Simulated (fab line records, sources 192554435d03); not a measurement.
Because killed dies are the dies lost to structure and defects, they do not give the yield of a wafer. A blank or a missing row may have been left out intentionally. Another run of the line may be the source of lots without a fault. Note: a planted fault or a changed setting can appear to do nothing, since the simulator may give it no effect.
Split-lot experiment | flow n5Finfet | route with 1938 steps; 7 lots, 21 wafers read

ABOUT THE SPLIT
At N5_BEOL_M11_TRENCH_ETCH_37 (etches SiCOH lowk in C4F6/O2, target depth 148.83 nm, time 48 s), the setting timeS was moved away from the recipe's 48 s on 6 of the 21 wafers read, by -19.9% to +15.1%. The other wafers ran this setting at the recipe's value.

FROM THE SPLIT TO THE READING: what the file shows between them, 17 steps
- N5_BEOL_M11_ETCH_41: etches SiCN in CH3F/O2, target depth 42.6 nm, time 86 s
- N5_BEOL_M11_STRIP_77: strips in N2/H2, time 10 s
- N5_BEOL_M11_OCD_MEAS_38
- N5_BEOL_M11_HM_STRIP_39: strips TiN in peroxide tin strip, target depth 25 nm, time 158 s
- N5_BEOL_M11_SRD_40: time 30 s
- N5_BEOL_M11_PRECLEAN_42: cleans in residue remover, time 60 s
- N5_BEOL_M11_SRD_43: time 30 s
- N5_BEOL_M11_CD_MEAS_35: target cd 70 nm
- N5_BEOL_M11_ALD_74: deposits TaN, target thk 2 nm, pulse time 2 s, purge time 3 s (also split here: aldCycles)
- N5_BEOL_M11_SURFACE_TREAT_76
- N5_BEOL_M11_CVD_75: deposits Co from CCTBA/H2, target thk 2 nm, time 138.9 s
- N5_BEOL_M11_ECD_50: material Cu, target thk 318 nm
- N5_BEOL_M11_ANNEAL_51: time 90 s
- N5_BEOL_M11_CMP_52: polishes, stops on SiCOH lowk, t overpolish 7 s, target thk 140 nm
- N5_BEOL_M11_THK_MEAS_53: measures by xrf
- N5_BEOL_M11_PRE_CLEAN_55: time 15 s
- N5_BEOL_M11_DEP_56: deposits SiCN from 3MS/NH3, target thk 30 nm, time 10.5 s

THE READING
At N5_BEOL_M11_RS_MEAS_57, a four-point-probe measurement gives M11_RS in ohm/sq. A value of 0.151 ohm/sq with a standard deviation of 0.0031 ohm/sq is what fault-free wafers of this fab line usually give.

wafer  | tool, chamber at the split | timeS as run, s | against the recipe | M11_RS, ohm/sq | against lot-mates on the recipe
L078.1 | rieDiel-06, 2              | 38.46           | -19.9%             | 0.199          | no lot-mate on the recipe
L078.2 | rieDiel-06, 0              | 38.46           | -19.9%             | 0.194          | no lot-mate on the recipe
L078.6 | rieDiel-06, 1              | 38.46           | -19.9%             | 0.201          | no lot-mate on the recipe
L079.4 | rieDiel-02, 2              | 48              | recipe             | 0.146          | -
L079.5 | rieDiel-02, 3              | 48              | recipe             | 0.146          | -
L079.6 | rieDiel-02, 2              | 48              | recipe             | 0.145          | -
L082.2 | rieDiel-06, 3              | 48              | recipe             | 0.154          | -
L082.4 | rieDiel-06, 1              | 48              | recipe             | 0.150          | -
L082.6 | rieDiel-06, 3              | 48              | recipe             | 0.155          | -
L088.2 | rieDiel-02, 3              | 48              | recipe             | 0.150          | -
L088.5 | rieDiel-02, 1              | 48              | recipe             | 0.149          | -
L088.6 | rieDiel-02, 0              | 48              | recipe             | 0.152          | -
L090.2 | rieDiel-06, 3              | 48              | recipe             | 0.150          | -
L090.3 | rieDiel-06, 0              | 48              | recipe             | 0.144          | -
L090.6 | rieDiel-06, 1              | 48              | recipe             | 0.149          | -
L092.1 | rieDiel-02, 1              | 48              | recipe             | 0.149          | -
L092.5 | rieDiel-02, 2              | 55.26           | +15.1%             | 0.127          | -0.022
L092.6 | rieDiel-02, 1              | 55.26           | +15.1%             | 0.126          | -0.023
L094.3 | rieDiel-02, 1              | 48              | recipe             | 0.151          | -
L094.5 | rieDiel-02, 2              | 48              | recipe             | 0.151          | -
L094.6 | rieDiel-02, 3              | 53.22           | +10.9%             | 0.133          | -0.018

THE FIT
A straight line over all 21 wafers: M11_RS changes by -0.00212 ohm/sq for each +1% of timeS; r = -0.97; the points scatter about the line by 0.0046 ohm/sq.
The same after taking each lot's own level away (the mean of its wafers on the recipe; 18 wafers): -0.00152 ohm/sq for each +1%; r = -0.98; scatter 0.0016 ohm/sq.
The reading moves by 0.03 ohm/sq for the largest change in timeS, on that fit.
From 0.1457 to 0.1530 ohm/sq: that is the span of the lots' own levels, equal to 2.4 times the standard deviation above.
So the lot-to-lot level changes the slope: the two fits differ.
Check: for one of the wafers moved furthest among these (+15.1%), held out of the fit, the line's prediction against its lot-mates is -0.0237 ohm/sq. It came out at -0.022 ohm/sq against them.

OTHER SPLITS ON THESE WAFERS
Note: prior to the reading, these wafers also went through further splits. Each is held against what the fit with the lots' levels taken away leaves over:
other split on the same wafers | wafers away from the commonest value | r with M11_RS (lot level and that fit taken away)
N5_BEOL_M11_EXPOSE_08 doseMj   | 7                                    | -0.11
N5_BEOL_M11_ALD_74 aldCycles   | 7                                    | -0.39

THE WHOLE CHAIN: every reading that the file lists as answering this split, in the file's order
step                       | what it does                                                       | reading                                                                      | change (the file's fit)              | r (the file's)
N5_BEOL_M11_TRENCH_ETCH_37 | etches SiCOH lowk in C4F6/O2, target depth 148.83 nm, time 48 s    | etch.depthNm (the simulator's own value, which no gauge read)                | +1.55 nm for each +1% of the setting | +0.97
N5_BEOL_M11_TRENCH_ETCH_37 | etches SiCOH lowk in C4F6/O2, target depth 148.83 nm, time 48 s    | BEOL_M11.featureDepthNm (the simulator's own value, which no gauge read)     | +1.55 nm for each +1% of the setting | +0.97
N5_BEOL_M11_OCD_MEAS_38    |                                                                    | trenchDepthNm                                                                | +1.56 nm for each +1% of the setting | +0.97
N5_BEOL_M11_CMP_52         | polishes, stops on SiCOH lowk, t overpolish 7 s, target thk 140 nm | Cu_of_BEOL_M11_ECD_50.thkNm (the simulator's own value, which no gauge read) | +1.54 nm for each +1% of the setting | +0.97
N5_BEOL_M11_THK_MEAS_53    | measures by xrf                                                    | M11_THK                                                                      | +1.55 for each +1% of the setting    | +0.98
N5_BEOL_M11_RS_MEAS_57     | measures by four-point-probe                                       | M11_RS                                                                       | -0.00155 for each +1% of the setting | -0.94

FILE'S OWN FIT
M11_RS changes by -0.00155 ohm/sq for each +1% of timeS, r = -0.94.
